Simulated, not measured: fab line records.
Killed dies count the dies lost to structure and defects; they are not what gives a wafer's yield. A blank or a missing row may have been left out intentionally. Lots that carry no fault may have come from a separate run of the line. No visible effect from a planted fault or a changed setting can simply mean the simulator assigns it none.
Chamber matching || flow n5-finfet || 4 sister chambers for N5_BEOL_M13_VIA_ETCH_16 on rie-diel-06
The step etches SiOC in C4F8/O2/Ar, target depth 921.7 nm. 4 wafers are shown with their chamber, then 8 later ones without.

## EACH WAFER AND ITS CHAMBER
{"wafer": "L081.5", "chamber": 0, "showerhead-plenum-p-Torr (Torr)": 3.34}
{"wafer": "L087.4", "chamber": 2, "showerhead-plenum-p-Torr (Torr)": 3.50}
{"wafer": "L087.6", "chamber": 1, "showerhead-plenum-p-Torr (Torr)": 3.15}
{"wafer": "L092.2", "chamber": 3, "showerhead-plenum-p-Torr (Torr)": 3.58}

## WAFERS WITH NO CHAMBER GIVEN
{"wafer": "L092.3", "showerhead-plenum-p-Torr (Torr)": 3.50}
{"wafer": "L092.5", "showerhead-plenum-p-Torr (Torr)": 3.50}
{"wafer": "L095.1", "showerhead-plenum-p-Torr (Torr)": 3.15}
{"wafer": "L095.2", "showerhead-plenum-p-Torr (Torr)": 3.49}
{"wafer": "L095.3", "showerhead-plenum-p-Torr (Torr)": 3.58}
{"wafer": "L093.1", "showerhead-plenum-p-Torr (Torr)": 3.15}
{"wafer": "L093.2", "showerhead-plenum-p-Torr (Torr)": 3.58}
{"wafer": "L093.6", "showerhead-plenum-p-Torr (Torr)": 3.33}

## CHAMBER TAKEN BY EACH
{"wafer": "L092.3", "from the rows above": 2, "in truth": 2}
{"wafer": "L092.5", "from the rows above": 2, "in truth": 2}
{"wafer": "L095.1", "from the rows above": 1, "in truth": 1}
{"wafer": "L095.2", "from the rows above": 2, "in truth": 2}
{"wafer": "L095.3", "from the rows above": 3, "in truth": 3}
{"wafer": "L093.1", "from the rows above": 1, "in truth": 1}
{"wafer": "L093.2", "from the rows above": 3, "in truth": 3}
{"wafer": "L093.6", "from the rows above": 0, "in truth": 0}
Placed correctly: 8 of 8. From these rows, 0 cannot be placed. Wrongly placed: 0.
How it was worked out, from the rows above alone: a wafer's distance from a chamber is the root of the sum, over the readings, of the square of ((its reading less the chamber's mean) divided by the reading's scatter). If the next closest chamber is less than 2 further off than the closest, the wafer can't be placed; otherwise it belongs to the closest. A chamber's mean is the mean of its shown wafers. The scatter (one wafer shown for each chamber): square how far every hidden wafer sits from the nearest shown wafer, average those squares and take the square root.
